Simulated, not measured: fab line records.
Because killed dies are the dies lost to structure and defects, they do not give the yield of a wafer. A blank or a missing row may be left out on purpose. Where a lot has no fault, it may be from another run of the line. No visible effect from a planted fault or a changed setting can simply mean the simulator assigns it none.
fab line records + flow nand_harc
record
- lots=14
- wafers=42
- last_day=33
route steps=1302 shown P_M1@299 P_M2@325
lots with no fault: from the same line, run without faults
start_h: the number of hours between the record's first day and the start of the first shown wafer of the lot + wait_h: hours from the lot's prior step to this one + " the same as in the row above + L1.1+2: several wafers, shown together as one row + - no value present, or no start provided + * or withheld: withheld + < > ~ a bound
route shown NAME@n: NAME is a module with steps in the file, n the number in the route of the first one + usual: mean and standard deviation over wafers with no fault + same: alike in all rows + chamber/n: place in a boat + sites: the reading at each site + _std_site: the values' standard deviation + _edge_site: mean of outer sites minus mean of inner sites + radius_mm: for every site, how far away it sits from the centre of the wafer + mask NAME#n: copy n + behind: the tool/chamber that last shaped the wafer + hold: the reason the lot was held/the length of the hold in hours/how it ended + device: the n, p or np transistor that did not switch + end of line: tests run on the same wafers once the route is complete + a step without rows: its recipe alone + killed: dies lost to structure and defects at the first sort, not the wafer's yield + map: the dies of a wafer, with x for killed, . for not killed, _ for no die there
set.NAME: the setting as run; set.NAME@STEP: as run at that earlier step + model.NAME: the simulator's own value behind a step, which no gauge read
the route's steps for a sample of lots (tables are steps, rows are wafers)
services: a tool's chamber out of use, with start hour (start_h, from the record's first day; less than 0 if before it), hours out, and reason
## steps
# step NHARC_P_M1_ETCH_35
# recipe
- target_depth_a=400
- overetch_a=120
- time_s=43.94
- ion_energy_ev=200
- n2_flow_sccm=150
- h2_flow_sccm=150
- ar_flow_sccm=0
- rf_w=400
- bias_w=150
- chemistry=N2/H2
# usual
- chamber_pressure_mTorr=30.000/0.026
- drypump_motor_current_A=5.7/0.53
- oes_product_au=1.003/0.011
- rf_vpp_V=430.2/2.6
- showerhead_plenum_p_Torr=2.02/0.09
- throttle_valve_pct=14.172/0.0091
| lot.wafer | tool        | chamber | start_h | wait_h | chamber_pressure_mTorr | drypump_motor_current_A | oes_product_au | rf_hours_counter_h | rf_vpp_V | showerhead_plenum_p_Torr | throttle_valve_pct |
|-----------|-------------|---------|---------|--------|------------------------|-------------------------|----------------|--------------------|----------|--------------------------|--------------------|
| L224.3    | rie_diel-11 | 1       | 126.35  | 0.1    | 30.060                 | 5.5                     | 1.012          | 5                  | 426.5    | 1.91                     | 14.180             |
| L224.1    | "           | 0       | "       | "      | 29.947                 | 5.4                     | 1.016          | 4                  | 434.0    | 2.09                     | 14.167             |
| L224.5    | "           | 1       | "       | "      | 29.997                 | 5.5                     | 1.009          | -                  | 427.7    | 1.91                     | 14.172             |
| L226.2    | rie_diel-11 | 0       | 145.96  | 0.1    | 29.964                 | 5.4                     | 1.013          | 6                  | 431.1    | 2.09                     | 14.156             |
| L226.4    | "           | 1       | "       | "      | 29.988                 | 5.5                     | 1.005          | 7                  | 428.0    | 1.91                     | 14.173             |
| L226.6    | "           | 1       | "       | "      | 29.979                 | 5.5                     | 1.005          | -                  | 428.4    | 1.91                     | 14.160             |
| L229.3    | rie_diel-11 | 3       | 172.90  | 0.1    | 29.965                 | 6.4                     | 0.980          | 6                  | 430.2    | 1.99                     | 14.183             |
| L229.5    | "           | 2       | "       | "      | 29.978                 | 4.8                     | 1.006          | -                  | 431.5    | 2.06                     | 14.179             |
| L229.6    | "           | 3       | "       | "      | 30.030                 | 6.4                     | 0.985          | -                  | 428.7    | 1.99                     | 14.176             |
| L230.3    | rie_diel-11 | 0       | 184.90  | 0.1    | 30.018                 | 5.4                     | 1.012          | 11                 | 432.0    | 2.09                     | 14.172             |
| L230.1    | "           | 1       | "       | "      | 29.990                 | 5.5                     | 1.000          | 11                 | 426.3    | 1.90                     | 14.180             |
| L230.2    | "           | 3       | "       | "      | 29.949                 | 6.4                     | 0.987          | 8                  | 429.7    | 1.99                     | 14.181             |
| L231.4    | rie_diel-13 | 0       | 200.95  | 0.1    | 30.005                 | 5.4                     | 1.003          | 2                  | 428.3    | 1.98                     | 14.169             |
| L231.2    | "           | 2       | "       | "      | 30.012                 | 5.5                     | 0.996          | 2                  | 426.9    | 1.89                     | 14.178             |
| L231.5    | "           | 0       | "       | "      | 30.002                 | 5.4                     | 1.007          | -                  | 429.8    | 1.98                     | 14.181             |
| L232.2    | rie_diel-13 | 3       | 206.67  | 0.1    | 29.965                 | 6.3                     | 0.989          | 2                  | 435.3    | 2.17                     | 14.188             |
| L232.6    | "           | 2       | "       | "      | 29.969                 | 5.5                     | 0.998          | -                  | 427.4    | 1.89                     | 14.166             |
| L232.5    | "           | 3       | "       | "      | 29.956                 | 6.3                     | 0.998          | -                  | 434.3    | 2.17                     | 14.163             |
| L233.1    | rie_diel-13 | 1       | 229.11  | 0.1    | 29.974                 | 6.4                     | 0.997          | 3                  | 430.8    | 2.08                     | 14.189             |
| L233.2    | "           | 3       | "       | "      | 29.998                 | 6.3                     | 1.004          | 3                  | 435.9    | 2.17                     | 14.166             |
| L233.5    | "           | 1       | "       | "      | 29.975                 | 6.3                     | 1.005          | -                  | 431.1    | 2.08                     | 14.175             |
| L235.2    | rie_diel-13 | 0       | 235.52  | 0.1    | 29.952                 | 5.4                     | 1.016          | 4                  | 429.9    | 1.98                     | 14.161             |
| L235.1    | "           | 1       | "       | "      | 29.993                 | 6.4                     | 0.990          | 4                  | 432.4    | 2.08                     | 14.171             |
| L235.3    | "           | 2       | "       | "      | 30.021                 | 5.5                     | 1.000          | 3                  | 425.6    | 1.89                     | 14.164             |
| L234.4    | rie_diel-13 | 2       | 237.46  | 0.1    | 29.975                 | 5.4                     | 1.009          | 4                  | 427.4    | 1.89                     | 14.164             |
| L234.3    | "           | 3       | "       | "      | 30.033                 | 6.3                     | 1.005          | 4                  | 432.3    | 2.17                     | 14.166             |
| L234.5    | "           | 1       | "       | "      | 30.019                 | 6.4                     | 1.001          | -                  | 431.5    | 2.08                     | 14.176             |
| L238.4    | rie_diel-11 | 2       | 268.37  | 0.1    | 29.990                 | 4.8                     | 0.990          | 0                  | 431.4    | 2.05                     | 14.178             |
| L238.1    | "           | 3       | "       | "      | 29.959                 | 6.4                     | 1.001          | 0                  | 428.7    | 1.99                     | 14.162             |
| L238.5    | "           | 2       | "       | "      | 30.020                 | 4.8                     | 1.005          | -                  | 431.9    | 2.05                     | 14.165             |
| L237.2    | rie_diel-13 | 1       | 269.84  | 0.2    | 29.979                 | 6.4                     | 1.005          | 5                  | 432.9    | 2.08                     | 14.172             |
| L237.3    | "           | 3       | "       | "      | 29.986                 | 6.3                     | 0.996          | 5                  | 434.8    | 2.17                     | 14.159             |
| L237.5    | "           | 2       | "       | "      | 29.987                 | 5.5                     | 1.006          | -                  | 426.0    | 1.89                     | 14.173             |
| L239.4    | rie_diel-11 | 1       | 273.86  | 0.1    | 30.020                 | 5.5                     | 1.015          | 1                  | 427.7    | 1.90                     | 14.164             |
| L239.2    | "           | 2       | "       | "      | 29.996                 | 4.8                     | 0.992          | 1                  | 430.8    | 2.05                     | 14.180             |
| L239.5    | "           | 1       | "       | "      | 30.037                 | 5.5                     | 1.014          | -                  | 427.7    | 1.90                     | 14.181             |
| L242.1    | rie_diel-11 | 0       | 303.16  | 0.1    | 29.985                 | 5.4                     | 1.023          | 4                  | 430.9    | 2.09                     | 14.174             |
| L242.3    | "           | 1       | "       | "      | 29.997                 | 5.5                     | 1.010          | 4                  | 427.5    | 1.90                     | 14.176             |
| L242.2    | "           | 3       | "       | "      | 29.973                 | 6.4                     | 0.999          | 4                  | 430.7    | 1.99                     | 14.180             |
| L247.2    | rie_diel-13 | 3       | 352.43  | 0.1    | 30.039                 | 6.3                     | 1.007          | 0                  | 433.0    | 2.17                     | 14.153             |
| L247.4    | "           | 0       | "       | "      | 30.038                 | 5.4                     | 1.013          | 0                  | 427.8    | 1.98                     | 14.173             |
| L247.6    | "           | 0       | "       | "      | 29.975                 | 5.4                     | 1.020          | -                  | 430.4    | 1.98                     | 14.172             |
# step NHARC_P_M1_PVD_21
# recipe
- target_thk_a=300
- chamber_pressure_pa=5
- power_w=5000
- substrate_temp_c=30
- time_s=20.49
- material=Cu
# usual
- throttle_valve_pct=30.4/0.74
| lot.wafer | tool           | chamber | start_h | wait_h | throttle_valve_pct |
|-----------|----------------|---------|---------|--------|--------------------|
| L224.1    | pvd_sputter-03 | -       | -       | -      | 29.2               |
| L224.3    | "              | -       | "       | "      | 30.1               |
| L224.5    | "              | -       | "       | "      | 30.3               |
| L226.4    | pvd_sputter-03 | -       | -       | -      | 30.0               |
| L226.2    | "              | -       | "       | "      | 30.5               |
| L226.6    | "              | -       | "       | "      | 28.8               |
| L229.3    | pvd_sputter-02 | -       | -       | -      | 31.2               |
| L229.5    | "              | -       | "       | "      | 31.2               |
| L229.6    | "              | -       | "       | "      | 31.0               |
| L230.3    | pvd_sputter-01 | -       | -       | -      | 30.3               |
| L230.2    | "              | -       | "       | "      | 29.3               |
| L230.1    | "              | -       | "       | "      | 31.4               |
| L231.4    | pvd_sputter-02 | -       | -       | -      | 31.5               |
| L231.2    | "              | -       | "       | "      | 30.9               |
| L231.5    | "              | -       | "       | "      | 30.7               |
| L232.2    | pvd_sputter-01 | -       | -       | -      | 30.6               |
| L232.5    | "              | -       | "       | "      | 30.9               |
| L232.6    | "              | -       | "       | "      | 29.3               |
| L233.2    | pvd_sputter-03 | -       | -       | -      | 29.6               |
| L233.1    | "              | -       | "       | "      | 28.6               |
| L233.5    | "              | -       | "       | "      | 29.3               |
| L235.2    | pvd_sputter-01 | -       | -       | -      | 31.1               |
| L235.3    | "              | -       | "       | "      | 29.4               |
| L235.1    | "              | -       | "       | "      | 30.2               |
| L234.4    | pvd_sputter-03 | -       | -       | -      | 30.3               |
| L234.3    | "              | -       | "       | "      | 29.8               |
| L234.5    | "              | -       | "       | "      | 30.3               |
| L238.4    | pvd_sputter-01 | -       | -       | -      | 31.1               |
| L238.1    | "              | -       | "       | "      | 30.1               |
| L238.5    | "              | -       | "       | "      | 29.4               |
| L237.2    | pvd_sputter-01 | -       | -       | -      | 30.1               |
| L237.3    | "              | -       | "       | "      | 31.1               |
| L237.5    | "              | -       | "       | "      | 29.3               |
| L239.2    | pvd_sputter-01 | -       | -       | -      | 30.4               |
| L239.4    | "              | -       | "       | "      | 29.3               |
| L239.5    | "              | -       | "       | "      | 29.9               |
| L242.2    | pvd_sputter-02 | -       | -       | -      | 31.0               |
| L242.3    | "              | -       | "       | "      | 30.7               |
| L242.1    | "              | -       | "       | "      | 30.7               |
| L247.2    | pvd_sputter-02 | -       | -       | -      | 30.7               |
| L247.4    | "              | -       | "       | "      | 31.1               |
| L247.6    | "              | -       | "       | "      | 31.1               |
# step NHARC_P_M2_EXPOSE_06
# recipe
- na=1.35
- target_cd_nm=170
- dose_mj=80.78
- mask_id=P_M2
# usual
- exposure_dose_mJ_cm2=80.64/0.1
- reticle_temp_C=23.00/0.12
- stage_vel_mm_s=500.03/0.24
| lot.wafer | tool            | chamber | start_h | wait_h | mask   | exposure_dose_mJ_cm2 | reticle_temp_C | stage_vel_mm_s |
|-----------|-----------------|---------|---------|--------|--------|----------------------|----------------|----------------|
| L224.1    | arfi_scanner-02 | 0       | 130.08  | -      | P_M2#0 | 80.75                | 22.95          | 500.17         |
| L224.3    | "               | 0       | "       | "      | P_M2#0 | 80.78                | 22.95          | 499.97         |
| L224.5    | "               | 0       | "       | "      | P_M2#0 | 80.73                | 23.01          | 500.09         |
| L226.2    | arfi_scanner-01 | 0       | 149.68  | -      | P_M2#0 | 80.67                | 22.83          | 500.15         |
| L226.4    | "               | 0       | "       | "      | P_M2#0 | 80.64                | 22.89          | 500.41         |
| L226.6    | "               | 0       | "       | "      | P_M2#0 | 80.81                | 23.00          | 500.15         |
| L229.3    | arfi_scanner-02 | 0       | 176.67  | -      | P_M2#0 | 80.65                | 23.06          | 499.70         |
| L229.5    | "               | 0       | "       | "      | P_M2#0 | 80.77                | 22.98          | 499.96         |
| L229.6    | "               | 0       | "       | "      | P_M2#0 | 80.62                | 23.04          | 500.06         |
| L230.1    | arfi_scanner-01 | 0       | 188.65  | -      | P_M2#0 | 80.70                | 23.16          | 499.62         |
| L230.2    | "               | 0       | "       | "      | P_M2#0 | 80.69                | 23.01          | 500.04         |
| L230.3    | "               | 0       | "       | "      | P_M2#0 | 80.66                | 22.95          | 499.78         |
| L231.2    | arfi_scanner-02 | 0       | 204.69  | -      | P_M2#0 | 80.56                | 23.03          | 500.07         |
| L231.4    | "               | 0       | "       | "      | P_M2#0 | 80.59                | 23.01          | 499.85         |
| L231.5    | "               | 0       | "       | "      | P_M2#0 | 80.57                | 23.18          | 500.34         |
| L232.2    | arfi_scanner-03 | 0       | 210.45  | -      | P_M2#0 | 80.78                | 23.46          | 500.16         |
| L232.5    | "               | 0       | "       | "      | P_M2#0 | 80.69                | 23.19          | 499.82         |
| L232.6    | "               | 0       | "       | "      | P_M2#0 | 80.88                | 23.22          | 500.21         |
| L233.1    | arfi_scanner-02 | 0       | 232.91  | -      | P_M2#0 | 80.64                | 23.25          | 500.10         |
| L233.2    | "               | 0       | "       | "      | P_M2#0 | 80.61                | 23.15          | 500.05         |
| L233.5    | "               | 0       | "       | "      | P_M2#0 | 80.68                | 23.24          | 500.52         |
| L235.1    | arfi_scanner-02 | 0       | 239.12  | -      | P_M2#0 | 80.66                | 22.96          | 499.96         |
| L235.2    | "               | 0       | "       | "      | P_M2#0 | 80.58                | 22.97          | 499.99         |
| L235.3    | "               | 0       | "       | "      | P_M2#0 | 80.59                | 23.10          | 500.22         |
| L234.3    | arfi_scanner-01 | 0       | 241.19  | -      | P_M2#0 | 80.79                | 22.96          | 500.16         |
| L234.4    | "               | 0       | "       | "      | P_M2#0 | 80.77                | 22.93          | 500.15         |
| L234.5    | "               | 0       | "       | "      | P_M2#0 | 80.75                | 22.98          | 499.92         |
| L238.1    | arfi_scanner-01 | 0       | 272.66  | -      | P_M2#0 | 80.63                | 22.92          | 500.06         |
| L238.4    | "               | 0       | "       | "      | P_M2#0 | 80.71                | 22.99          | 499.90         |
| L238.5    | "               | 0       | "       | "      | P_M2#0 | 80.84                | 23.00          | 499.57         |
| L237.2    | arfi_scanner-01 | 0       | 273.60  | -      | P_M2#0 | 80.80                | 22.93          | 500.02         |
| L237.3    | "               | 0       | "       | "      | P_M2#0 | 80.76                | 22.99          | 500.02         |
| L237.5    | "               | 0       | "       | "      | P_M2#0 | 80.90                | 22.94          | 499.84         |
| L239.2    | arfi_scanner-01 | 0       | 277.49  | -      | P_M2#0 | 50.33                | 23.09          | 499.75         |
| L239.4    | "               | 0       | "       | "      | P_M2#0 | 50.30                | 22.91          | 500.00         |
| L239.5    | "               | 0       | "       | "      | P_M2#0 | 50.15                | 23.05          | 499.70         |
| L242.1    | arfi_scanner-01 | 0       | 306.90  | -      | P_M2#0 | 56.39                | 22.98          | 500.18         |
| L242.2    | "               | 0       | "       | "      | P_M2#0 | 56.51                | 23.15          | 499.85         |
| L242.3    | "               | 0       | "       | "      | P_M2#0 | 56.45                | 22.88          | 500.08         |
| L247.2    | arfi_scanner-02 | 0       | 356.12  | -      | P_M2#0 | 80.50                | 23.13          | 499.62         |
| L247.4    | "               | 0       | "       | "      | P_M2#0 | 80.60                | 22.84          | 499.80         |
| L247.6    | "               | 0       | "       | "      | P_M2#0 | 80.55                | 22.96          | 499.86         |
# step NHARC_P_M2_CD_MEAS_09
# recipe
- target_cd_nm=170
- landing_energy_ev=500
# usual
- cd_nm=169.6/0.5
| lot.wafer | tool      | chamber | start_h | wait_h | cd_nm |
|-----------|-----------|---------|---------|--------|-------|
| L224.1    | cd_sem-01 | 0       | 130.22  | -      | 169.4 |
| L224.3    | "         | 0       | "       | "      | 170.2 |
| L224.5    | "         | 0       | "       | "      | 169.9 |
| L226.2    | cd_sem-02 | 0       | 149.82  | -      | 169.1 |
| L226.4    | "         | 0       | "       | "      | 168.9 |
| L226.6    | "         | 0       | "       | "      | 169.1 |
| L229.3    | cd_sem-02 | 0       | 176.81  | -      | 170.3 |
| L229.5    | "         | 0       | "       | "      | 169.6 |
| L229.6    | "         | 0       | "       | "      | 169.8 |
| L230.1    | cd_sem-01 | 0       | 188.79  | -      | 169.8 |
| L230.2    | "         | 0       | "       | "      | 170.3 |
| L230.3    | "         | 0       | "       | "      | 169.1 |
| L231.2    | cd_sem-02 | 0       | 204.83  | -      | 169.1 |
| L231.4    | "         | 0       | "       | "      | 169.3 |
| L231.5    | "         | 0       | "       | "      | 169.8 |
| L232.2    | cd_sem-02 | 0       | 210.59  | -      | 169.6 |
| L232.5    | "         | 0       | "       | "      | 170.0 |
| L232.6    | "         | 0       | "       | "      | 169.1 |
| L233.1    | cd_sem-01 | 0       | 233.05  | -      | 168.6 |
| L233.2    | "         | 0       | "       | "      | 170.1 |
| L233.5    | "         | 0       | "       | "      | 169.6 |
| L235.1    | cd_sem-01 | 0       | 239.26  | -      | 169.6 |
| L235.2    | "         | 0       | "       | "      | 169.0 |
| L235.3    | "         | 0       | "       | "      | 169.1 |
| L234.3    | cd_sem-01 | 0       | 241.33  | -      | 170.2 |
| L234.4    | "         | 0       | "       | "      | 170.8 |
| L234.5    | "         | 0       | "       | "      | 169.9 |
| L238.1    | cd_sem-01 | 0       | 272.80  | -      | 170.1 |
| L238.4    | "         | 0       | "       | "      | 169.8 |
| L238.5    | "         | 0       | "       | "      | 169.9 |
| L237.2    | cd_sem-01 | 0       | 273.74  | -      | 170.2 |
| L237.3    | "         | 0       | "       | "      | 169.5 |
| L237.5    | "         | 0       | "       | "      | 169.4 |
| L239.2    | cd_sem-01 | 0       | 277.63  | -      | 142.1 |
| L239.4    | "         | 0       | "       | "      | 141.8 |
| L239.5    | "         | 0       | "       | "      | 141.8 |
| L242.1    | cd_sem-03 | 0       | 307.04  | -      | 149.2 |
| L242.2    | "         | 0       | "       | "      | 148.7 |
| L242.3    | "         | 0       | "       | "      | 148.2 |
| L247.2    | cd_sem-01 | 0       | 356.26  | -      | 170.0 |
| L247.4    | "         | 0       | "       | "      | 169.7 |
| L247.6    | "         | 0       | "       | "      | 169.8 |
# step NHARC_P_M2_ETCH_15
# recipe
- target_depth_a=1825
- time_s=91.2
- c4f8_flow_sccm=withheld
- ar_flow_sccm=400
- rf_w=600
- bias_w=300
- chemistry=C4F8/Ar
# usual
- chamber_pressure_mTorr=25.004/0.024
- oes_product_au=0.943/0.023
- rf_vpp_V=442/3
| lot.wafer | tool        | chamber | start_h | wait_h | chamber_pressure_mTorr | oes_product_au | rf_hours_counter_h | rf_vpp_V |
|-----------|-------------|---------|---------|--------|------------------------|----------------|--------------------|----------|
| L224.3    | rie_diel-10 | 1       | -       | -      | 25.000                 | 0.938          | 3.4                | 442      |
| L224.1    | "           | 2       | "       | "      | 24.955                 | 0.914          | 3.6                | 444      |
| L224.5    | "           | 0       | "       | "      | 24.989                 | 0.917          | -                  | 437      |
| L226.2    | rie_diel-07 | 1       | -       | -      | 25.068                 | 0.957          | 2.0                | 445      |
| L226.4    | "           | 3       | "       | "      | 24.962                 | 0.983          | 2.5                | 439      |
| L226.6    | "           | 2       | "       | "      | 24.978                 | 0.986          | -                  | 446      |
| L229.3    | rie_diel-10 | 2       | -       | -      | 25.024                 | 0.920          | 7.2                | 445      |
| L229.5    | "           | 0       | "       | "      | 25.029                 | 0.916          | -                  | 436      |
| L229.6    | "           | 1       | "       | "      | 24.992                 | 0.935          | -                  | 443      |
| L230.3    | rie_diel-07 | 3       | -       | -      | 25.002                 | 0.934          | 3.5                | 439      |
| L230.2    | "           | 0       | "       | "      | 25.036                 | 0.924          | 4.2                | 441      |
| L230.1    | "           | 1       | "       | "      | 25.030                 | 0.929          | 3.7                | 443      |
| L231.2    | rie_diel-10 | 3       | -       | -      | 24.954                 | 0.929          | 7.5                | 437      |
| L231.4    | "           | 1       | "       | "      | 25.039                 | 0.933          | 10.1               | 441      |
| L231.5    | "           | 2       | "       | "      | 25.053                 | 0.917          | -                  | 444      |
| L232.2    | rie_diel-09 | 3       | -       | -      | 25.001                 | 0.982          | 2.6                | 445      |
| L232.5    | "           | 3       | "       | "      | 25.007                 | 0.965          | -                  | 445      |
| L232.6    | "           | 0       | "       | "      | 25.022                 | 0.965          | -                  | 440      |
| L233.1    | rie_diel-07 | 3       | -       | -      | 25.026                 | 0.936          | 5.7                | 438      |
| L233.2    | "           | 1       | "       | "      | 25.001                 | 0.928          | 6.3                | 444      |
| L233.5    | "           | 3       | "       | "      | 25.006                 | 0.934          | -                  | 439      |
| L235.3    | rie_diel-07 | 0       | -       | -      | 25.006                 | 0.924          | 7.3                | 443      |
| L235.2    | "           | 2       | "       | "      | 24.975                 | 0.924          | 5.6                | 446      |
| L235.1    | "           | 3       | "       | "      | 24.998                 | 0.924          | 5.9                | 438      |
| L234.3    | rie_diel-07 | 2       | -       | -      | 25.016                 | 0.936          | 5.7                | 444      |
| L234.4    | "           | 0       | "       | "      | 24.994                 | 0.918          | 7.4                | 440      |
| L234.5    | "           | 2       | "       | "      | 24.967                 | 0.928          | -                  | 445      |
| L238.4    | rie_diel-09 | 0       | -       | -      | 25.004                 | 0.975          | 6.7                | 439      |
| L238.1    | "           | 1       | "       | "      | 24.979                 | 0.961          | 6.1                | 442      |
| L238.5    | "           | 1       | "       | "      | 25.017                 | 0.965          | -                  | 443      |
| L237.3    | rie_diel-09 | 2       | -       | -      | 25.030                 | 0.968          | 6.5                | 445      |
| L237.2    | "           | 0       | "       | "      | 25.008                 | 0.971          | 6.8                | 439      |
| L237.5    | "           | 2       | "       | "      | 24.992                 | 0.975          | -                  | 447      |
| L239.4    | rie_diel-07 | 1       | -       | -      | 24.988                 | 0.927          | 10.1               | 444      |
| L239.2    | "           | 0       | "       | "      | 24.988                 | 0.915          | 10.6               | 442      |
| L239.5    | "           | 1       | "       | "      | 24.957                 | 0.928          | -                  | 446      |
| L242.3    | rie_diel-09 | 1       | -       | -      | 25.044                 | 0.971          | 7.8                | 442      |
| L242.1    | "           | 3       | "       | "      | 24.946                 | 0.926          | 8.4                | 444      |
| L242.2    | "           | 0       | "       | "      | 24.978                 | 0.922          | 8.4                | 440      |
| L247.2    | rie_diel-09 | 2       | -       | -      | 25.010                 | 0.969          | 1.5                | 445      |
| L247.4    | "           | 3       | "       | "      | 24.994                 | 0.990          | 1.4                | 446      |
| L247.6    | "           | 1       | "       | "      | 24.983                 | 0.944          | -                  | 443      |
## services
| tool            | chamber | start_h | hours | kind   |
|-----------------|---------|---------|-------|--------|
| pvd_sputter-01  | -       | 109.04  | 3.9   | repair |
| rie_diel-07     | -       | 117.20  | 9.0   | pm     |
| rie_diel-11     | 3       | 118.73  | 18.2  | repair |
| rie_diel-09     | 2       | 123.72  | 3.3   | repair |
| arfi_scanner-02 | -       | 140.00  | 4.0   | pm     |
| rie_diel-09     | -       | 143.10  | 9.0   | pm     |
| rie_diel-11     | 2       | 149.34  | 11.7  | repair |
| rie_diel-13     | 3       | 158.35  | 13.4  | repair |
| rie_diel-13     | -       | 165.29  | 9.0   | pm     |
| rie_diel-07     | 3       | 175.88  | 7.3   | repair |
| rie_diel-07     | 1       | 177.03  | 2.2   | repair |
| arfi_scanner-02 | -       | 214.49  | 0.9   | repair |
| rie_diel-09     | 1       | 215.03  | 11.2  | repair |
| rie_diel-11     | 2       | 215.92  | 5.0   | repair |
| pvd_sputter-01  | -       | 226.09  | 10.0  | pm     |
| arfi_scanner-01 | -       | 253.96  | 4.0   | pm     |
| rie_diel-11     | -       | 255.50  | 9.0   | pm     |
| arfi_scanner-02 | -       | 288.67  | 0.2   | repair |
| rie_diel-07     | -       | 294.20  | 9.0   | pm     |
| arfi_scanner-02 | -       | 312.00  | 4.0   | pm     |
| rie_diel-11     | 0       | 329.61  | 7.2   | repair |
| rie_diel-07     | 3       | 334.62  | 1.2   | repair |
| rie_diel-13     | -       | 342.29  | 9.0   | pm     |
| rie_diel-13     | 1       | 353.90  | 60.0  | repair |
## key
first_sign
- step=NHARC_P_M2_EXPOSE_06
- reading=exposure_dose_mJ_cm2
- direction=down
- sigmas=99+
- usual=80.64
- struck=53.36
effect
- step=NHARC_P_M2_CD_MEAS_09
- reading=cd_nm
- direction=down
- sigmas=49
- usual=169.6
- struck=145.3
- through=control_loop
met_at NHARC_P_M2_EXPOSE_06
struck_lots L239,L242
sort_left_out L239.2,L239.4,L239.5,L242.1,L242.2,L242.3
loop_trim
- step=NHARC_P_M2_EXPOSE_06
- setting=dose
- lots=L242
not_acting_at NHARC_P_M1_ETCH_35,NHARC_P_M1_PVD_21,NHARC_P_M2_ETCH_15
onset_between 273.60 277.49
fault
- kind=process_parameter_drift
- tool=arfi_scanner-01
- chamber=-
- onset_h=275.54
- steps=NHARC_P_M2_EXPOSE_06
- channel=dose_mj
- offset=-30.323
- shape=step
- acts_in=these_recipes_only
- stated=80.78
# sort_left_out: the simulated sort isn't trusted on such a fault, so these wafers' sort isn't shown, and their yield isn't known
# loop_trim: a control loop set the setting to another value than it would have without faults
